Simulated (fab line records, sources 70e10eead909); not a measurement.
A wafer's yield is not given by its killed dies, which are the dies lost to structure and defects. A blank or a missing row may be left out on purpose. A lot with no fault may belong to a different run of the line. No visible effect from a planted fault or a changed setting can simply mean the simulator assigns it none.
Chamber matching + flow nand-harc + pecvd-02 running NHARC_P_M1_PRE_CLEAN_32: 3 sister chambers
The step time 12 s. 3 wafers are shown with their chamber, then 12 later ones without.

## EACH WAFER AND ITS CHAMBER
| wafer  | chamber | heater-power-w (W) |
|--------|---------|--------------------|
| L087.1 | 1       | 519                |
| L087.3 | 2       | 531                |
| L087.6 | 0       | 653                |

## WAFERS MISSING THEIR CHAMBER
| wafer  | heater-power-w (W) |
|--------|--------------------|
| L092.2 | 657                |
| L092.4 | 625                |
| L092.6 | 632                |
| L093.3 | 551                |
| L093.5 | 542                |
| L093.6 | 670                |
| L095.1 | 689                |
| L095.3 | 550                |
| L095.5 | 550                |
| L094.1 | 592                |
| L094.3 | 591                |
| L094.4 | 578                |

## THE CHAMBER EACH PASSED THROUGH
| wafer  | from the rows above          | in truth |
|--------|------------------------------|----------|
| L092.2 | 0                            | 0        |
| L092.4 | can't be placed: 0 or 2      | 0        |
| L092.6 | 0                            | 0        |
| L093.3 | can't be placed: 2 or 1      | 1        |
| L093.5 | can't be placed: 2 or 1      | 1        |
| L093.6 | 0                            | 0        |
| L095.1 | 0                            | 0        |
| L095.3 | can't be placed: 2 or 1      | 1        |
| L095.5 | can't be placed: 2 or 1      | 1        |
| L094.1 | can't be placed: 0 or 2 or 1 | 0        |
| L094.3 | can't be placed: 2 or 0 or 1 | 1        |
| L094.4 | can't be placed: 2 or 1 or 0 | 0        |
Placed correctly: 4 of 12. Cannot be placed on the basis of these rows: 8; the candidates contain the true chamber in 8. Placed wrongly: 0.
How it was worked out, from the rows above alone: a wafer's distance from a chamber is the root of the sum, over the readings, of the square of ((its reading less the chamber's mean) divided by the reading's scatter). The wafer belongs to the nearest chamber; if the next one is less than 2 further off, it can't be placed. Each chamber's mean is taken over the wafers shown for it. The scatter: root of mean squared gap, hidden wafer to nearest shown wafer, with one shown wafer a chamber.
